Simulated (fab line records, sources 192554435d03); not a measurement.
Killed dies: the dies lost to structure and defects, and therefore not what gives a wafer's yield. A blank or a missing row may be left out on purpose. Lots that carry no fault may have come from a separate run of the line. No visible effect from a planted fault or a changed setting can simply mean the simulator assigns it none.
The tool behind it: which one?    flow n5-finfet    27 wafers from 9 lots sampled at 2 of the route's 1938 steps

WHAT EACH GAUGE READ, for each wafer
N5_BEOL_M8_OVL_MEAS_29.
lot   measured      on          V7_OVL (nm)
L124  day 9 20:35   overlay-01  0.2 0.5 -0.4
L131  day 11 06:28  overlay-01  0.2 -0.1 0.4
L132  day 11 12:14  overlay-02  -0.4 0.6 -0.3
L135  day 12 17:47  overlay-01  -0.5 -0.3 -0.2
L141  day 14 08:10  overlay-02  0.2 -0.2 0.4
L142  day 15 00:31  overlay-01  -1.0 -0.4 -1.1
L143  day 15 08:25  overlay-02  -1.1 -0.6 -0.5
L144  day 15 17:39  overlay-01  0.3 0.3 0.2
L145  day 16 07:44  overlay-01  0.8 0.9 0.6

WHAT TOOL EACH LOT RAN ON (gives the tool, then ch and the chambers of the sampled wafers, and finally the start)
lot   N5_BEOL_M8_ETCH_61
L124  rie-diel-04 ch 2,3, day 9 17:47
L131  rie-diel-05 ch 2,3, day 11 05:39
L132  rie-diel-04 ch 1,2,3, day 11 11:13
L135  rie-diel-04 ch 0,2, day 12 14:46
L141  rie-diel-05 ch 0,1, day 14 06:29
L142  rie-diel-04 ch 0,3, day 14 21:43
L143  rie-diel-04 ch 1,2, day 15 06:08
L144  rie-diel-06 ch 0,1, day 15 14:07
L145  rie-diel-06 ch 0,1,2, day 16 04:59
- N5_BEOL_M8_ETCH_61: etches SiARC in CF4, target depth 45.5 nm, time 75.8 s.

THE ANSWER, worked out from the rows above alone
Rule: usual is defined by the lots themselves. Put in order of their means at a reading, lots are off if they are a third of the lots or fewer, leave a main group of 4 or more, and stand apart from it by a gap of 3 or more times the standard deviation of the main group's means; of several such gaps the widest counts. The tables above print the reading to a certain number of digits; a main group whose means all agree to those digits is not used. A lot without any number at a reading at which 4 lots or more have one is off too. Any other lot the step has rows for is counted as sound.
Nothing can be told from this: no lot is off at any reading shown.

WHAT WAS PUT IN BY THE SIMULATOR
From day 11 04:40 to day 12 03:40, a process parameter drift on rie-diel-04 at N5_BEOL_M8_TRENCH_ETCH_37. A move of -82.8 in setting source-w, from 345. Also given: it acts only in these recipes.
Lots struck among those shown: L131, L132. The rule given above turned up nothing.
